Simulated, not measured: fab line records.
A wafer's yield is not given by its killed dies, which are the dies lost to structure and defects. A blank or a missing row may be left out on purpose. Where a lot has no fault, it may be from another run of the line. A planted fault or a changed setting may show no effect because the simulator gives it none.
8D (eight disciplines) problem report, filled in by code | flow n5 finfet | the parts of the form that need people (team, actions taken, sign-off) are left out

## 1. WHAT IS WRONG
Wafers without a fault read 0.70 a.u., standard deviation 0.076; oes product au at N5_MOL_CONTACT_COAG_VIA_ETCH_117 reads a mean of 0.28 a.u. on 4 wafers belonging to 3 lots. Measured from the usual mean, that is -5.6 standard deviations.
The step: etches SiO2 in C4F6/O2, target depth 40 nm, overetch 8 nm, time 26 s.
First seen on wafer L276.3, day 8 21:42, on rie diel-05. Wafers with a number at this step in the record: 22, from 8 lots. Rule for "out" (also "out of limits"): further than 4 standard deviations from the usual mean. Any other wafer with a number is counted as sound.

## 2. WHAT IT IS AND WHAT IT IS NOT
question                    | is                             | is not
which readings at this step | oes product au                 | O2_flow_sccm, drypump motor current A, rf vpp V, showerhead plenum p Torr
which lots                  | L276, L278, L281               | L265, L268, L282, L284, L285
which wafers of those lots  | L276.3, L276.5, L278.3, L281.5 | L276.1, L278.4, L281.1
read on which tools         | rie diel-05                    | rie diel-03, rie diel-04
when                        | from day 8 21:42               | up to then (7 sound wafers); but 11 sound wafers of L278, L281, L282, L284, L285 came after

## 3. THE SUSPECTS, EACH WITH WHAT RULES IT OUT
Counting: a tool at a process step up to the reading stays a suspect if it ran every lot that is out. Sound lots after the first of them don't rule it out here, since some wafers of a struck lot are sound.
- rie diel-05 at N5_MOL_CONTACT_COAG_ETCH_67 (etches SOC in N2/H2, target depth 60 nm, overetch 21 nm, time 101.2 s): kept. Every lot that is out went through it, the first being L276 (day 8 21:31); the last sound lot it ran before that was L268 (day 6 12:40).
- rie diel-05 at N5_MOL_CONTACT_COAG_VIA_ETCH_117 (etches SiO2 in C4F6/O2, target depth 40 nm, overetch 8 nm, time 26 s): kept. Every lot that is out went through it, the first being L276 (day 8 21:42); the last sound lot it ran before that was L268 (day 6 12:48). On those wafers its own readings are out: oes product au.
The count leaves rie diel-05 at N5_MOL_CONTACT_COAG_VIA_ETCH_117 and rie diel-05 at N5_MOL_CONTACT_COAG_ETCH_67.

## 4. THE CAUSE (what the simulator had put in)
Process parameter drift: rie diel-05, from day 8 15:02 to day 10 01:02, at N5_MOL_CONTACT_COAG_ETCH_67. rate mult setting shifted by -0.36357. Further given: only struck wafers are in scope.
Of the 2 suspects that counting leaves, this tool is one.

## 5. THE CHAIN OF EFFECTS, in route order
Each row: a reading where the mean over the struck wafers with a number is more than 3 standard deviations away from the usual. Only readings whose record carries a usual standard deviation are examined. hours: median over the lots of the time between each lot's start at the first step of this table that gives one and its start at this step. sigmas: the change, counted in usual standard deviations.
hours | step                             | reading              | usual     | on struck wafers | change | sigmas
0     | N5_MOL_CONTACT_COAG_VIA_ETCH_117 | oes product au       | 0.70 a.u. | 0.28             | -0.42  | -5.6
0     | N5_MOL_CONTACT_COAG_CD_MEAS_101  | cd nm                | 16.01 nm  | 15.12            | -0.89  | -3.3
166   | N5_PASSIVATION_PROBE_49          | defect limited yield | 91.2 %    | 0.0              | -91.2  | -65
166   | N5_PASSIVATION_PROBE_49          | killed at contacts   | 13        | 1082             | +1070  | +99 or more
166   | N5_PASSIVATION_PROBE_49          | killed dies          | 103       | 1180             | +1077  | +63
166   | N5_PASSIVATION_PROBE_49          | killed on rim        | 14        | 152              | +138   | +31
166   | N5_PASSIVATION_PROBE_49          | sort_bin_5_function  | 5.1 %     | 96.3             | +91.2  | +96
166   | N5_PASSIVATION_PROBE_49          | sort n pass          | 1077      | 0                | -1077  | -63
166   | N5_PASSIVATION_PROBE_49          | sort yield pct       | 91.2 %    | 0.0              | -91.2  | -65
Its process steps:
- N5_MOL_CONTACT_COAG_VIA_ETCH_117: etches SiO2 in C4F6/O2, target depth 40 nm, overetch 8 nm, time 26 s.
- N5_PASSIVATION_PROBE_49

## 6. HOW IT WOULD HAVE BEEN CAUGHT EARLIER
The fault began at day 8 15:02; the first out-of-limits reading in this record came at day 8 21:42, 7 hours later.
Of the tool readings at N5_MOL_CONTACT_COAG_ETCH_67 for which the record gives a usual standard deviation, none was out on any struck wafer, so an alarm limit of 4 standard deviations on them would not have fired.
Of the lots that are out (3), L278, L281 began N5_MOL_CONTACT_COAG_ETCH_67 on rie diel-05 after day 8 21:42. A hold on the tool at that time would have spared those 2.
